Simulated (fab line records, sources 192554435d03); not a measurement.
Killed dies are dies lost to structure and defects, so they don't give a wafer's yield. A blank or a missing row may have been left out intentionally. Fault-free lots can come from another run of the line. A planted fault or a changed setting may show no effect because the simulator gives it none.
Which tool is to blame? | flow n5Finfet | route of 1938 steps, sampled at 1 step: 11 lots, 32 wafers

WHAT EACH GAUGE READ, for each wafer
N5_BEOL_M10_INSPECT_58: inspects for defects (darkfield).
lot  | measured     | on               | rawDefectCount
L888 | day 9 18:59  | defectInspect-01 | 43 82 93
L890 | day 10 11:01 | defectInspect-02 | 73 51 68
L893 | day 10 19:02 | defectInspect-02 | 50 90 68
L892 | day 10 19:39 | defectInspect-02 | 62 92 47
L895 | day 11 14:17 | defectInspect-02 | 130 83 78
L896 | day 11 20:25 | defectInspect-02 | 64 52 71
L898 | day 12 11:35 | defectInspect-01 | 60 83 31
L897 | day 12 14:33 | defectInspect-01 | 55 53 71
L906 | day 14 15:35 | defectInspect-02 | 59 51
L909 | day 15 15:20 | defectInspect-01 | 109 96 43
L911 | day 15 22:42 | defectInspect-02 | 113 76 83

EACH LOT AND THE TOOL THAT RAN IT (in order: tool; ch and the chambers of the sampled wafers; start)
There is no process step in the record ahead of these readings.

THE ANSWER, worked out from the rows above alone
Rule: usual is defined by the lots themselves. Put in order of their means at a reading, lots are off if they are a third of the lots or fewer, leave a main group of 4 or more, and stand apart from it by a gap of 3 or more times the standard deviation of the main group's means; of several such gaps the widest counts. The tables above print the reading to a certain number of digits; a main group whose means all agree to those digits is not used. A lot without any number at a reading at which 4 lots or more have one is off too. Any other lot the step has rows for is counted as sound.
No lot is off at any reading shown: from this, nothing can be told.

WHAT THE SIMULATOR PUT IN
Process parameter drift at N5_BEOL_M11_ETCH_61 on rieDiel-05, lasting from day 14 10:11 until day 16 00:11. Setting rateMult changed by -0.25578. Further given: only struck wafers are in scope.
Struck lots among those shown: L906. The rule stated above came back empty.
